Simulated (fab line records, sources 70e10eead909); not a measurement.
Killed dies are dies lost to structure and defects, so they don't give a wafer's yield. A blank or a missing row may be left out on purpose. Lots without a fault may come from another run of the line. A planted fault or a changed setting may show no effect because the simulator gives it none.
A struck lot beside a sound one | flow nand_harc | 21 steps out of a route of 1302
Sound: wafers L545.2, L545.4, L545.6. Struck: wafer L564.6. (L564.1, L564.4 of the same lot were not struck and are left out.) The cause comes at the end.
At each step with rows: each side's tool, then ch and its chambers, then its first start. Under that, the readings that differ: sound wafers | struck wafers | difference of the means | sigmas: that difference in standard deviations of wafers without a fault.
alike: readings whose means differ by less than 2 such deviations, and words and numbers that are the same on both sides. not compared: withheld readings, readings that some wafer has no value for, bounds like >300 that may hide the same value, and numbers for which the record gives no deviation and whose values overlap.
The two part at a step that has a row with sigmas, a row that says differs or no value, or rows on one side only. Numbers that don't overlap but have no deviation are shown without sigmas and don't part them. A reading that every wafer of one side lacks parts them only if that side has two wafers or more.

NHARC_P_CONTACT_CMP_24: polishes, t overpolish 30 s, target thk 200 nm.
  sound on cmp-01 ch 1,3, day 5 22:23; struck on cmp-04 ch 3, day 14 02:22
  alike: edge_zone_pressure_frac, motor_current_A, overpolish_run_s, time_to_endpoint_s
then, 1 step without rows for these wafers: NHARC_P_CONTACT_SRD_26.
NHARC_P_CONTACT_INSPECT_27:
  sound on defect_inspect-02, day 5 22:48; struck on defect_inspect-02, day 14 02:44
  alike: raw_defect_count
then, 8 steps without rows for these wafers: NHARC_P_M0_DEP_00 (deposits SiOC, target thk 150 nm); NHARC_P_M0_DEHYDRATE_01 (time 120 s); NHARC_P_M0_HMDS_02 (time 30 s); NHARC_P_M0_COAT_33 (time 65 s); NHARC_P_M0_COAT_03 (resist thk 90 nm); NHARC_P_M0_SOFTBAKE_04 (time 55 s); NHARC_P_M0_EBR_05; NHARC_P_M0_EXPOSE_06 (exposes mask P M0, target cd 90 nm).
NHARC_P_M0_PEB_07: peb time 65 s.
  sound on litho_track-01 ch 0, day 5 23:37; struck on litho_track-06 ch 0, day 14 03:33
  reading                  | sound             | struck | difference | sigmas
  heater_power_total_W (W) | 156.6 157.2 157.1 | 173.8  | +16.8      | +40
  alike: exhaust_pa
then, 1 step without rows for these wafers: NHARC_P_M0_DEVELOP_08 (develop time 35 s).
NHARC_P_M0_CD_MEAS_09: target cd 90 nm.
  sound on cd_sem-02 ch 0, day 5 23:42; struck on cd_sem-03 ch 0, day 14 03:38
  reading    | sound          | struck | difference | sigmas
  cd_nm (nm) | 90.0 90.2 90.2 | 83.0   | -7.1       | -15
NHARC_P_M0_OVL_MEAS_10: pitch 180 nm.
  sound on overlay-02, day 5 23:47; struck on overlay-01, day 14 03:43
  reading           | sound       | struck | difference | sigmas
  overlay_x_nm (nm) | 1.3 0.8 1.0 | -0.9   | -1.9       | -3
  alike: overlay_y_nm
NHARC_P_M0_INSPECT_11:
  sound on defect_inspect-02, day 5 23:49; struck on defect_inspect-02, day 14 03:45
  alike: raw_defect_count
NHARC_P_M0_DESCUM_14: chemistry O2, time 3 s.
  sound on rie_diel-03 ch 1,3, day 5 23:53; struck on rie_diel-03 ch 0, day 14 03:49
  reading                     | sound             | struck | difference | sigmas
  drypump_motor_current_A (A) | 6.2 6.7 6.7       | 5.1    | -1.4       | -3
  model.P_M0.cd_nm (nm)       | 90.26 90.05 90.18 | 82.75  | -7.41      |
  alike: oes_product_au, rf_vpp_V, showerhead_plenum_p_Torr, throttle_valve_pct
  not compared: rf_hours_counter_h
NHARC_P_M0_ETCH_34: etches the open film in N2/H2, target depth 40 nm, overetch 12 nm, time 43.94 s.
  sound on rie_diel-03 ch 2,3, day 5 23:58; struck on rie_diel-03 ch 0, day 14 03:55
  alike: drypump_motor_current_A, oes_product_au, rf_vpp_V, showerhead_plenum_p_Torr, throttle_valve_pct
  not compared: rf_hours_counter_h
NHARC_P_M0_ETCH_15: etches the open film in C4F8/Ar, target depth 150 nm, overetch 15 nm, time 82.5 s.
  sound on rie_diel-03 ch 0,1; struck on rie_diel-03 ch 3
  reading               | sound             | struck | difference | sigmas
  model.P_M0.cd_nm (nm) | 90.06 89.88 90.27 | 82.79  | -7.28      |
  alike: oes_product_au, rf_vpp_V
  not compared: rf_hours_counter_h
NHARC_P_M0_CD_MEAS_16:
  sound on cd_sem-01, day 6 00:11; struck on cd_sem-01, day 14 04:07
  reading    | sound          | struck | difference | sigmas
  cd_nm (nm) | 89.9 89.5 90.6 | 82.7   | -7.3       | -13
then, 1 step without rows for these wafers: NHARC_END_SORT_01.

WHERE THEY PART
First at NHARC_P_M0_PEB_07; last, within this record, at NHARC_P_M0_CD_MEAS_16.

WHY: what the simulator had put in
Process parameter drift: litho_track-06, from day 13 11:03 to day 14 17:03, at NHARC_P_M0_PEB_07. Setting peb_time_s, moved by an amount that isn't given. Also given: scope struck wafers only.
